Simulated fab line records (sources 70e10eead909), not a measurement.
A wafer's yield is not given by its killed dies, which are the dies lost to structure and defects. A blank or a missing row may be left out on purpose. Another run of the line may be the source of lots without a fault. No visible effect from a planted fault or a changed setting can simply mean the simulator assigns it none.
Which of the tools did it?    flow nandHarc    Sampling: 6 lots, 18 wafers, 3 of 1302 route steps

== WHAT THE GAUGES SHOWED, per wafer ==
NHARC_P_M0_INSPECT_11.
lot   measured      on                rawDefectCount
L186  day 6 14:53   defectInspect-01  6 2 6
L189  day 7 18:41   defectInspect-01  400 386 428 399 375 424
L199  day 12 09:21  defectInspect-02  5 6 7
L203  day 13 22:23  defectInspect-02  4 6 4
L204  day 14 05:43  defectInspect-02  7 7 7
L207  day 15 03:58  defectInspect-02  13 15 7

== WHICH TOOL RAN EACH LOT (tool, then ch and the chambers of the sampled wafers, then the start) ==
lot   NHARC_P_CONTACT_PVD_32                  NHARC_P_M0_DEP_00
L186  pvdSputter-02, day 6 13:55 or earlier   pecvd-04 ch 1,2, day 6 13:55
L189  pvdSputter-01, day 7 17:44 or earlier   pecvd-04 ch 0,1, day 7 17:44
L199  pvdSputter-03, day 12 08:23 or earlier  pecvd-02 ch 0,1, day 12 08:23
L203  pvdSputter-03, day 13 21:31 or earlier  pecvd-01 ch 0,1, day 13 21:31
L204  pvdSputter-02, day 14 04:46 or earlier  pecvd-04 ch 0,1,2, day 14 04:46
L207  pvdSputter-03, day 15 03:07 or earlier  pecvd-04 ch 0,1, day 15 03:07
- NHARC_P_CONTACT_PVD_32: deposits Ti, target thk 5 nm, time 17.7 s.
- NHARC_P_M0_DEP_00: deposits SiOC, target thk 150 nm.

== THE ANSWER, worked out from the rows above alone ==
Rule: what is usual is taken from the lots themselves. The widest of any qualifying gaps counts: lots, ordered by their means at a reading, are off when they make up no more than a third of the lots, leave a main group of 4 or more, and stand apart from it by 3 or more times the standard deviation of that group's means. A main group whose means are all the same, to the digits that the tables above print for the reading, isn't used. Also off: a lot with no number at a reading for which 4 or more lots have one. Any other lot the step has rows for is counted as sound.
Off at NHARC_P_M0_INSPECT_11 (rawDefectCount): L189. Mean 6.8 and standard deviation 2.6 in the main group.
If a tool, at a process step before that reading, ran all the lots that are off and no sound lot after the first of them, it fits. Those tools and the gauges at NHARC_P_M0_INSPECT_11 are tried in the same way. Because NHARC_P_CONTACT_PVD_32 lacks a start for some lots, the hours and order of its lots are taken from NHARC_P_M0_DEP_00. Undecided on this evidence; 2 tools fit (pvdSputter-01 at NHARC_P_CONTACT_PVD_32, defectInspect-01 at NHARC_P_M0_INSPECT_11).

== WHAT THE SIMULATOR HAD PUT IN ==
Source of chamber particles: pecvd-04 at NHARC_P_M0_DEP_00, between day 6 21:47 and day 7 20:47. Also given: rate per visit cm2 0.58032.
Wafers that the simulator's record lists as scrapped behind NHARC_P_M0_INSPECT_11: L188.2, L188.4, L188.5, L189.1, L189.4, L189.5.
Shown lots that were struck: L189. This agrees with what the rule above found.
